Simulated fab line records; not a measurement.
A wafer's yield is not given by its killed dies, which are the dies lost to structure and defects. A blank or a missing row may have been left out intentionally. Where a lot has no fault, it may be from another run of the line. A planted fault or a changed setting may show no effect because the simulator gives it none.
Matching of chambers    flow nand harc    4 sister chambers for NHARC_P_CONTACT_ETCH_18 on rie diel-10
The step etches the open film in C4F8/O2/Ar, target depth 481 nm, time 240.5 s. 8 wafers are shown with their chamber, then 7 later ones without.

== WAFERS WITH THEIR CHAMBER ==
wafer   chamber  rf vpp V (V)  run length s (s)
L631.6  0        970           262.0
L636.1  2        985           261.1
L636.3  1        976           261.7
L636.6  2        983           261.0
L634.2  1        975           262.4
L634.6  3        978           261.9
L635.1  3        976           261.9
L635.2  0        969           261.7

== WAFERS MISSING THEIR CHAMBER ==
wafer   rf vpp V (V)  run length s (s)
L635.5  969           262.1
L637.1  974           261.8
L637.2  969           261.9
L637.4  983           261.2
L653.3  975           261.7
L653.4  969           261.8
L653.5  969           262.1

== CHAMBER TAKEN BY EACH ==
wafer   from the rows above      in truth
L635.5  0                        0
L637.1  can't be placed: 1 or 3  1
L637.2  0                        0
L637.4  2                        2
L653.3  can't be placed: 1 or 3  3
L653.4  0                        0
L653.5  0                        0
5 of 7 placed correctly. Unplaceable from these rows: 2, with the true chamber sitting among the candidates in 2. Wrongly placed: 0.
How it was worked out, from the rows above alone: a wafer's distance from a chamber is the root of the sum, over the readings, of the square of ((its reading less the chamber's mean) divided by the reading's scatter). The wafer belongs to the nearest chamber; if the next one is less than 2 further off, it can't be placed. For every chamber, the mean is computed from those of its wafers that are shown. The scatter is the square root of a quotient: the sum, over the shown wafers, of each reading's squared deviation from its chamber's mean, divided by wafers minus chambers.
